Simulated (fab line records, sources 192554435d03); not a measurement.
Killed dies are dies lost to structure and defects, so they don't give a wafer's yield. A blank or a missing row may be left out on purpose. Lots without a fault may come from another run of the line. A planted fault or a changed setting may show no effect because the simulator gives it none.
Problem report in the 8D (eight disciplines) form, filled by code | flow n5_finfet | the parts of the form that need people (team, actions taken, sign-off) are left out

1. THE PROBLEM
bias_w at N5_BEOL_M6_ETCH_62 reads a mean of 142.4 W on 6 wafers of 2 lots; wafers without a fault read 150.0 W with a standard deviation of 0.5. That is -15 standard deviations from the usual mean.
The step: etches SOC in N2/H2, target depth 110 nm, overetch 22 nm, time 165 s.
First seen on wafer L569.1, day 10 04:40, on rie_diel-05. The record holds 33 wafers of 12 lots with a number at this step. Rule for "out", or "out of limits": more than 4 standard deviations from the usual mean. The other wafers with a number count as sound.

2. WHAT IT IS AND WHAT IT IS NOT
question                    | is                     | is not
which readings at this step | bias_w, rf_vpp_V       | drypump_motor_current_A, h2_flow_sccm, oes_product_au, showerhead_plenum_p_Torr, throttle_valve_pct
which lots                  | L569, L573             | L562, L564, L565, L566, L568, L572, L575, L581, L582, L584
which wafers of those lots  | all that have a number | -
read on which tools         | rie_diel-05            | rie_diel-04, rie_diel-06
when                        | from day 10 04:40      | up to then (13 sound wafers); but 14 sound wafers of L572, L575, L581, L582, L584 came after

3. SUSPECTS, AND WHAT RULES EACH OUT
Counting: a tool at a process step up to the reading stays a suspect if it ran every lot that is out and no sound lot after the first of them.
- pecvd-02 at N5_BEOL_M5_DEP_56 (deposits SiCN from 3MS/NH3, target thk 8 nm, time 14 s): ruled out as a lasting fault. Sound lots L582 ran on it after its first lot that is out, L569 (day 10 01:31).
- rie_diel-05 at N5_BEOL_M6_ETCH_62 (etches SOC in N2/H2, target depth 110 nm, overetch 22 nm, time 165 s): ruled out as a lasting fault. Sound lots L582 ran on it after its first lot that is out, L569 (day 10 04:40).
Left after counting: nothing in the record.

4. THE CAUSE (what the simulator had put in)
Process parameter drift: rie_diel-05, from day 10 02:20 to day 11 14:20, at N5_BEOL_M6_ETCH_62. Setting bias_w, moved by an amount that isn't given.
Counting ruled it out, wrongly.

5. THE CHAIN OF EFFECTS, in route order
Each row: a reading whose mean over the struck wafers that have a number lies more than 3 standard deviations from the usual. Only readings for which the record gives a usual standard deviation are gone through. hours: the time from each lot's start at the first step in this table that gives one to its start at this step, as a median over the lots. sigmas: the change in usual standard deviations.
hours | step               | reading  | usual   | on struck wafers | change | sigmas
0     | N5_BEOL_M6_ETCH_62 | bias_w   | 150.0 W | 142.4            | -7.6   | -15
0     | N5_BEOL_M6_ETCH_62 | rf_vpp_V | 525.0 V | 510.5            | -14.5  | -6.6
The process steps in it:
- N5_BEOL_M6_ETCH_62: etches SOC in N2/H2, target depth 110 nm, overetch 22 nm, time 165 s.

6. WHAT WOULD HAVE CAUGHT IT SOONER
In this record the first reading out of limits was taken at day 10 04:40, 2 hours after the fault began at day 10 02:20.
